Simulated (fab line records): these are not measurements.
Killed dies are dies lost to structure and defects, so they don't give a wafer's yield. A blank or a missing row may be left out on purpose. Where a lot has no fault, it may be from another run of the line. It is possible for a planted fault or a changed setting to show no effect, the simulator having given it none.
Matching of chambers :: flow n5Finfet :: 4 sister chambers for N5_FIN_SAQP_ALD_61 on aldSin-01
The step deposits SiO2, target thk 4 nm, pulse time 1 s, purge time 2 s. 8 wafers are shown with their chamber, then 9 later ones without.

WAFERS PAIRED WITH THEIR CHAMBERS
wafer: L081.3
chamber: 0
heaterPowerW (W): 612
precursorPulseHeightRel: 0.972

wafer: L088.1
chamber: 2
heaterPowerW (W): 459
precursorPulseHeightRel: 0.998

wafer: L091.1
chamber: 1
heaterPowerW (W): 513
precursorPulseHeightRel: 1.033

wafer: L091.2
chamber: 3
heaterPowerW (W): 501
precursorPulseHeightRel: 0.963

wafer: L091.6
chamber: 2
heaterPowerW (W): 461
precursorPulseHeightRel: 1.013

wafer: L094.1
chamber: 0
heaterPowerW (W): 618
precursorPulseHeightRel: 1.018

wafer: L094.2
chamber: 3
heaterPowerW (W): 496
precursorPulseHeightRel: 0.998

wafer: L094.3
chamber: 1
heaterPowerW (W): 511
precursorPulseHeightRel: 1.008

WAFERS WHOSE CHAMBER IS MISSING
wafer: L094.4
heaterPowerW (W): 450
precursorPulseHeightRel: 0.969

wafer: L094.5
heaterPowerW (W): 506
precursorPulseHeightRel: 1.002

wafer: L094.6
heaterPowerW (W): 459
precursorPulseHeightRel: 0.981

wafer: L096.2
heaterPowerW (W): 513
precursorPulseHeightRel: 1.005

wafer: L096.4
heaterPowerW (W): 469
precursorPulseHeightRel: 0.978

wafer: L096.5
heaterPowerW (W): 619
precursorPulseHeightRel: 1.003

wafer: L097.2
heaterPowerW (W): 457
precursorPulseHeightRel: 0.969

wafer: L097.3
heaterPowerW (W): 610
precursorPulseHeightRel: 1.004

wafer: L097.6
heaterPowerW (W): 500
precursorPulseHeightRel: 0.984

WHICH CHAMBER EACH ONE RAN IN
wafer: L094.4
from the rows above: 2
in truth: 2

wafer: L094.5
from the rows above: can't be placed: 1 or 3
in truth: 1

wafer: L094.6
from the rows above: 2
in truth: 2

wafer: L096.2
from the rows above: 1
in truth: 1

wafer: L096.4
from the rows above: 2
in truth: 2

wafer: L096.5
from the rows above: 0
in truth: 0

wafer: L097.2
from the rows above: 2
in truth: 2

wafer: L097.3
from the rows above: 0
in truth: 0

wafer: L097.6
from the rows above: 3
in truth: 3
Placed correctly: 8 of 9. From these rows, 1 cannot be placed; in 1 the true chamber is one of the candidates. Wrongly placed: 0.
How it was worked out, from the rows above alone: a wafer's distance from a chamber is the root of the sum, over the readings, of the square of ((its reading less the chamber's mean) divided by the reading's scatter). If the next closest chamber is less than 2 further off than the closest, the wafer can't be placed; otherwise it belongs to the closest. For every chamber, the mean is computed from those of its wafers that are shown. The scatter is the square root of a quotient: the sum, over the shown wafers, of each reading's squared deviation from its chamber's mean, divided by wafers minus chambers.
